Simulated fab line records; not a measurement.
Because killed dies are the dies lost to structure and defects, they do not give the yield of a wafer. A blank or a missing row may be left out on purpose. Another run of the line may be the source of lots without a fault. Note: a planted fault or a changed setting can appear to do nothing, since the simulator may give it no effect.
Chamber matching || flow n5-finfet || rie-diel-01 running N5_FIN_SAQP_HM_OPEN_73: 4 sister chambers
The step chemistry CHF3/O2, target SiO2, stops on a-Si, target depth 12 nm, time 16.8 s. 4 wafers are shown with their chamber, then 7 later ones without.

EACH WAFER AND ITS CHAMBER
{"wafer": "L082.2", "chamber": 0, "showerhead-plenum-p-Torr (Torr)": 2.50}
{"wafer": "L082.4", "chamber": 2, "showerhead-plenum-p-Torr (Torr)": 2.31}
{"wafer": "L094.2", "chamber": 1, "showerhead-plenum-p-Torr (Torr)": 2.29}
{"wafer": "L094.3", "chamber": 3, "showerhead-plenum-p-Torr (Torr)": 2.34}

WAFERS WITH NO CHAMBER GIVEN
{"wafer": "L094.4", "showerhead-plenum-p-Torr (Torr)": 2.49}
{"wafer": "L095.3", "showerhead-plenum-p-Torr (Torr)": 2.30}
{"wafer": "L095.4", "showerhead-plenum-p-Torr (Torr)": 2.29}
{"wafer": "L095.5", "showerhead-plenum-p-Torr (Torr)": 2.34}
{"wafer": "L096.2", "showerhead-plenum-p-Torr (Torr)": 2.49}
{"wafer": "L096.3", "showerhead-plenum-p-Torr (Torr)": 2.34}
{"wafer": "L096.5", "showerhead-plenum-p-Torr (Torr)": 2.34}

WHICH CHAMBER EACH ONE RAN IN
{"wafer": "L094.4", "from the rows above": 0, "in truth": 0}
{"wafer": "L095.3", "from the rows above": "can't be placed: 1 or 2", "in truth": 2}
{"wafer": "L095.4", "from the rows above": 1, "in truth": 1}
{"wafer": "L095.5", "from the rows above": 3, "in truth": 3}
{"wafer": "L096.2", "from the rows above": 0, "in truth": 0}
{"wafer": "L096.3", "from the rows above": 3, "in truth": 3}
{"wafer": "L096.5", "from the rows above": 3, "in truth": 3}
Correct placement for 6 of the 7. From these rows, 1 cannot be placed; in 1 the true chamber is one of the candidates. 0 placed wrongly.
How it was worked out, from the rows above alone: a wafer's distance from a chamber is the root of the sum, over the readings, of the square of ((its reading less the chamber's mean) divided by the reading's scatter). If the next closest chamber is less than 2 further off than the closest, the wafer can't be placed; otherwise it belongs to the closest. A chamber's mean is the mean of its shown wafers. The scatter: root of mean squared gap, hidden wafer to nearest shown wafer, with one shown wafer a chamber.
